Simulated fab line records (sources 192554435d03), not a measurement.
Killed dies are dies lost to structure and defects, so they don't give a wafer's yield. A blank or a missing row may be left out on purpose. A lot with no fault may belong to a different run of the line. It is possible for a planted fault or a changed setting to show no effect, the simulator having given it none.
Matching of chambers	flow n5-finfet	4 sister chambers for N5_STI_FIN_REVEAL_STRIP_24 on rie-diel-04
The step strips in N2/H2, time 90 s. 14 wafers are shown with their chamber, then 7 later ones without.

== WAFERS WITH THEIR CHAMBER ==
wafer	chamber	showerhead-plenum-p-Torr (Torr)	drypump-motor-current-A (A)	throttle-valve-pct (%)
L075.2	3	3.31	6.1	12.13
L075.5	2	3.39	5.3	12.59
L075.6	3	3.31	6.1	12.13
L079.1	1	3.50	5.5	12.09
L079.4	2	3.38	5.3	12.63
L079.6	2	3.38	5.3	12.62
L084.1	2	3.38	5.3	12.66
L084.2	0	3.62	5.6	12.07
L084.5	1	3.49	5.5	12.11
L091.3	1	3.49	5.4	12.14
L091.4	2	3.37	5.3	12.71
L091.6	0	3.61	5.6	12.09
L092.2	0	3.61	5.6	12.13
L092.4	2	3.37	5.3	12.70

SIGNATURES (averages over the wafers above)
reading	chamber 0	chamber 1	chamber 2	chamber 3	scatter within a chamber
showerhead-plenum-p-Torr	3.6133	3.4933	3.3783	3.3100	0.00645
drypump-motor-current-A	5.600	5.467	5.300	6.100	0.0258
throttle-valve-pct	12.0967	12.1133	12.6517	12.1300	0.0377
Rule: for each reading, subtract the chamber's mean from the wafer's reading, divide by that reading's scatter and square the result; add these up over the readings and take the root, which gives the wafer's distance from the chamber. If the next closest chamber is less than 2 further off than the closest, the wafer can't be placed; otherwise it belongs to the closest. How the scatter is found: for the shown wafers, subtract from each reading the mean of its chamber, square and add these, divide the total by (wafers less chambers), then take the root.

== WAFERS WHOSE CHAMBER IS MISSING ==
wafer	showerhead-plenum-p-Torr (Torr)	drypump-motor-current-A (A)	throttle-valve-pct (%)
L092.6	3.49	5.4	12.15
L093.1	3.49	5.5	12.15
L093.4	3.37	5.3	12.72
L093.6	3.49	5.5	12.16
L096.2	3.48	5.5	12.16
L096.3	3.36	5.3	12.72
L096.5	3.36	5.3	12.74

== THE CHAMBER EACH PASSED THROUGH ==
wafer	from the rows above	in truth
L092.6	1	1
L093.1	1	1
L093.4	2	2
L093.6	1	1
L096.2	1	1
L096.3	2	2
L096.5	2	2
Placed correctly: 7 of 7. Can't be placed from these rows: 0. Wrongly placed: 0.
